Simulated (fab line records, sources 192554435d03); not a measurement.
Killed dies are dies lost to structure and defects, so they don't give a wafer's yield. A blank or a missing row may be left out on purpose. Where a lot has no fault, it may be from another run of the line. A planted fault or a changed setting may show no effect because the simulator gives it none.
Which of the tools did it? ; flow n5Finfet ; Sampling: 24 lots, 72 wafers, 3 of 1938 route steps

== WHAT THE GAUGES READ, wafer by wafer ==
N5_HKMG_FIN_CD_MEAS_49: the cd target is 202 nm.
lot;measured;on;cdNm (nm)
L074;day 3 23:04;cdSem-03;201.9 201.1 202.2
L075;day 4 06:44;cdSem-01;202.3 202.1 201.5
L076;day 4 13:09;cdSem-02;203.5 201.8 202.2
L077;day 4 18:04;cdSem-01;201.2 202.1 202.1
L078;day 4 20:34;cdSem-03;202.8 201.7 202.7
L079;day 5 05:44;cdSem-02;202.3 202.1 202.7
L080;day 5 10:35;cdSem-01;203.3 202.5 203.0
L081;day 5 17:01;cdSem-01;202.0 202.8 202.9
L082;day 6 02:39;cdSem-03;201.9 202.3 202.0
L083;day 6 09:41;cdSem-03;203.2 203.2 202.6
L084;day 6 11:59;cdSem-01;201.6 201.8 202.0
L086;day 6 23:05;cdSem-01;202.2 203.1 202.6
L085;day 7 02:26;cdSem-01;201.3 200.5 202.0
L087;day 7 09:15;cdSem-02;202.6 201.5 201.6
L088;day 7 10:18;cdSem-01;202.0 202.0 201.6
L089;day 7 17:34;cdSem-02;202.3 203.0 203.4
L090;day 8 01:15;cdSem-03;202.2 202.3 202.1
L091;day 8 06:13;cdSem-01;202.2 202.1 202.5
L092;day 8 13:08;cdSem-01;201.7 203.0 201.2
L093;day 8 20:25;cdSem-01;201.9 200.7 200.9
L094;day 9 00:32;cdSem-03;202.5 202.4 202.2
L095;day 9 07:31;cdSem-01;201.1 201.5 201.2
L096;day 9 14:18;cdSem-02;201.5 202.4 201.5
L097;day 9 18:28;cdSem-01;202.3 202.2 201.7

N5_HKMG_FIN_OVL_MEAS_50.
lot;measured;on;NDIPOLE_OVL (nm)
L074;day 3 23:05;overlay-01;0.0 -1.1 -0.5
L075;day 4 06:46;overlay-01;0.4 0.9 0.9
L076;day 4 13:11;overlay-02;0.9 2.0 1.1
L077;day 4 18:06;overlay-01;0.3 -0.1 1.2
L078;day 4 20:35;overlay-01;0.3 0.5 1.4
L079;day 5 05:46;overlay-02;0.1 -0.2 0.4
L080;day 5 10:37;overlay-02;0.3 0.6 0.1
L081;day 5 17:03;overlay-02;-0.2 0.6 0.8
L082;day 6 02:41;overlay-01;-0.9 0.5 -0.2
L083;day 6 09:43;overlay-01;0.1 -0.5 0.4
L084;day 6 12:01;overlay-02;0.6 0.3 -0.5
L086;day 6 23:07;overlay-02;0.9 1.1 1.0
L085;day 7 02:28;overlay-02;-0.1 -0.4 -0.1
L087;day 7 09:16;overlay-01;-0.1 -0.3 0.8
L088;day 7 10:20;overlay-02;0.5 0.9 0.5
L089;day 7 17:35;overlay-02;0.2 1.2 0.2
L090;day 8 01:17;overlay-01;1.5 -0.1 0.7
L091;day 8 06:15;overlay-01;0.5 2.0 1.2
L092;day 8 13:11;overlay-02;-0.4 -0.2 0.1
L093;day 8 20:27;overlay-01;1.5 1.3 1.7
L094;day 9 00:34;overlay-01;1.6 1.6 0.7
L095;day 9 07:32;overlay-01;0.4 -0.1 1.1
L096;day 9 14:20;overlay-01;1.2 0.8 1.3
L097;day 9 18:29;overlay-02;0.5 0.3 1.2

N5_HKMG_FIN_CD_MEAS_12: the cd target is 92.8 nm.
lot;measured;on;cdNm (nm)
L074;day 4 03:07;cdSem-02;93.0 93.2 93.7
L075;day 4 10:33;cdSem-02;92.7 92.7 92.6
L076;day 4 16:38;cdSem-02;92.4 93.1 92.8
L077;day 4 21:37;cdSem-03;93.4 92.8 93.1
L078;day 5 00:21;cdSem-01;91.7 92.4 92.8
L079;day 5 09:13;cdSem-02;94.0 94.0 93.8
L080;day 5 14:13;cdSem-02;93.9 92.7 92.9
L081;day 5 20:41;cdSem-03;92.8 93.4 92.0
L082;day 6 06:59;cdSem-02;92.1 92.4 92.7
L083;day 6 13:49;cdSem-03;94.6 93.8 94.2
L084;day 6 15:27;cdSem-01;92.3 92.5 92.3
L086;day 7 02:35;cdSem-02;93.0 93.2 93.1
L085;day 7 05:58;cdSem-03;92.1 92.4 92.9
L087;day 7 12:38;cdSem-03;92.7 92.5 92.9
L088;day 7 13:40;cdSem-03;93.0 92.4 92.5
L089;day 7 20:58;cdSem-02;93.0 93.1 93.4
L090;day 8 04:31;cdSem-01;93.3 92.7 93.5
L091;day 8 09:42;cdSem-01;92.6 91.8 93.1
L092;day 8 16:25;cdSem-03;93.3 94.1 93.8
L093;day 8 23:41;cdSem-03;92.7 93.7 92.8
L094;day 9 04:13;cdSem-03;92.5 92.5 93.1
L095;day 9 10:52;cdSem-01;92.6 93.5 93.0
L096;day 9 17:40;cdSem-01;93.0 92.6 93.4
L097;day 9 21:50;cdSem-02;94.1 92.9 94.2

== WHAT TOOL EACH LOT RAN ON (gives the tool, then ch and the chambers of the sampled wafers, and finally the start) ==
Before these readings, the record contains no process step.

== AS READ BY THE TOOLS THEMSELVES (means over the sampled wafers that have a number; for cases with no such wafer, the mark the record gives instead) ==
The record holds no such reading with a usual standard deviation.

== THE ANSWER, worked out from the rows above alone ==
Rule: usual is defined by the lots themselves. The widest of any qualifying gaps counts: lots, ordered by their means at a reading, are off when they make up no more than a third of the lots, leave a main group of 4 or more, and stand apart from it by 3 or more times the standard deviation of that group's means. The tables above print the reading to a certain number of digits; a main group whose means all agree to those digits is not used. Also off: a lot with no number at a reading for which 4 or more lots have one. Where the step has rows for the other lots, those lots are counted as sound. Order of review: gauges by route order, followed by the tools' own readings, for which a lot's mean as printed above is used. The first step at which some lot is off is used, and at that step the reading that is off furthest; a lot without a number counts as furthest.
Nothing can be told from this: no lot is off at any reading shown.

== WHAT THE SIMULATOR HAD INSERTED ==
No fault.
